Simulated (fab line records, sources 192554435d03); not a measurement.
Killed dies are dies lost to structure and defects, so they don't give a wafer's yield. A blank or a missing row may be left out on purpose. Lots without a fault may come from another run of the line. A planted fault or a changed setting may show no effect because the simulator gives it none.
Split-lot experiment | flow n5_finfet | 7 lots, 21 wafers read, on a route of 1938 steps

THE SPLIT
At N5_BEOL_M1_COAT_22 (resist thk 30 nm), the setting spin_rpm was moved away from the recipe's 1500 rpm on 7 of the 21 wafers read, by -8.5% to +8.0%. The other wafers ran this setting at the recipe's value.

FROM THE SPLIT TO THE READING: what the file shows between them, 2 steps
- N5_BEOL_M1_EBR_24
- N5_BEOL_M1_SOFTBAKE_23: time 60 s

THE READING
CAR-EUV_of_BEOL_M1_COAT_22.thk_nm (the simulator's own value, which no gauge read), in nm, at N5_BEOL_M1_DESCUM_33 (chemistry O2, time 7 s). The file gives no usual value for it. The 14 wafers here that ran the recipe average 26.1 nm, standard deviation 0.09 nm.

wafer  | tool, chamber at the split | spin_rpm as run, rpm | against the recipe | CAR-EUV_of_BEOL_M1_COAT_22.thk_nm, nm | against lot-mates on the recipe
L076.3 | litho_track-02, 0          | 1500                 | recipe             | 26                                    | -
L076.4 | litho_track-02, 0          | 1616                 | +7.7%              | 25                                    | -1.0
L076.6 | litho_track-02, 0          | 1616                 | +7.7%              | 24.8                                  | -1.2
L075.1 | litho_track-01, 0          | 1390                 | -7.3%              | 27.2                                  | +1.0
L075.5 | litho_track-01, 0          | 1390                 | -7.3%              | 27.2                                  | +1.0
L075.2 | litho_track-01, 0          | 1500                 | recipe             | 26.2                                  | -
L082.1 | litho_track-05, 0          | 1500                 | recipe             | 26                                    | -
L082.4 | litho_track-05, 0          | 1500                 | recipe             | 26                                    | -
L082.6 | litho_track-05, 0          | 1500                 | recipe             | 26                                    | -
L084.1 | litho_track-05, 0          | 1500                 | recipe             | 26                                    | -
L084.3 | litho_track-05, 0          | 1620                 | +8.0%              | 25                                    | -1.0
L084.4 | litho_track-05, 0          | 1620                 | +8.0%              | 25                                    | -1.0
L086.2 | litho_track-01, 0          | 1372                 | -8.5%              | 27.4                                  | +1.2
L086.3 | litho_track-01, 0          | 1500                 | recipe             | 26.2                                  | -
L086.6 | litho_track-01, 0          | 1500                 | recipe             | 26.2                                  | -
L091.3 | litho_track-01, 0          | 1500                 | recipe             | 26                                    | -
L091.4 | litho_track-01, 0          | 1500                 | recipe             | 26                                    | -
L091.6 | litho_track-01, 0          | 1500                 | recipe             | 26.2                                  | -
L096.1 | litho_track-01, 0          | 1500                 | recipe             | 26                                    | -
L096.4 | litho_track-01, 0          | 1500                 | recipe             | 26                                    | -
L096.5 | litho_track-01, 0          | 1500                 | recipe             | 26                                    | -

THE FIT
A straight line over all 21 wafers: CAR-EUV_of_BEOL_M1_COAT_22.thk_nm changes by -0.148 nm for each +1% of spin_rpm; r = -0.99; the points scatter about the line by 0.095 nm.
The same after taking each lot's own level away (the mean of its wafers on the recipe; 21 wafers): -0.135 nm for each +1%; r = -1.00; scatter 0.06 nm.
On that fit, the largest move of spin_rpm shifts the reading by 1.2 nm.
The lots' own levels span 26.00 to 26.20 nm, that is 2.2 times the standard deviation above.
So the lot-to-lot level changes the slope little: the two slopes agree.
Check: with one of the wafers moved furthest among these (-8.5%) left out of the fit, the line predicts +1.15 nm for it against its lot-mates. It came out at +1.2 nm against them.

OTHER SPLITS ON THESE WAFERS
These wafers also went through other splits before the reading. Each is held against what the fit with the lots' levels taken away leaves over:
other split on the same wafers  | wafers away from the commonest value | r with CAR-EUV_of_BEOL_M1_COAT_22.thk_nm (lot level and that fit taken away)
N5_BEOL_M0_SAQP_PECVD_04 time_s | 6                                    | -0.28
N5_BEOL_M0_ETCH_138 source_w    | 5                                    | -0.10

THE WHOLE CHAIN: every reading that the file lists as answering this split, in the file's order
step                 | what it does           | reading                                                                            | change (the file's fit)               | r (the file's)
N5_BEOL_M1_COAT_22   | resist thk 30 nm       | CAR-EUV_of_BEOL_M1_COAT_22.thk_nm (the simulator's own value, which no gauge read) | -0.146 nm for each +1% of the setting | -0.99
N5_BEOL_M1_DESCUM_33 | chemistry O2, time 7 s | CAR-EUV_of_BEOL_M1_COAT_22.thk_nm (the simulator's own value, which no gauge read) | -0.136 nm for each +1% of the setting | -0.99

THE FILE'S OWN FIT
CAR-EUV_of_BEOL_M1_COAT_22.thk_nm changes by -0.136 nm for each +1% of spin_rpm, r = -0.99.
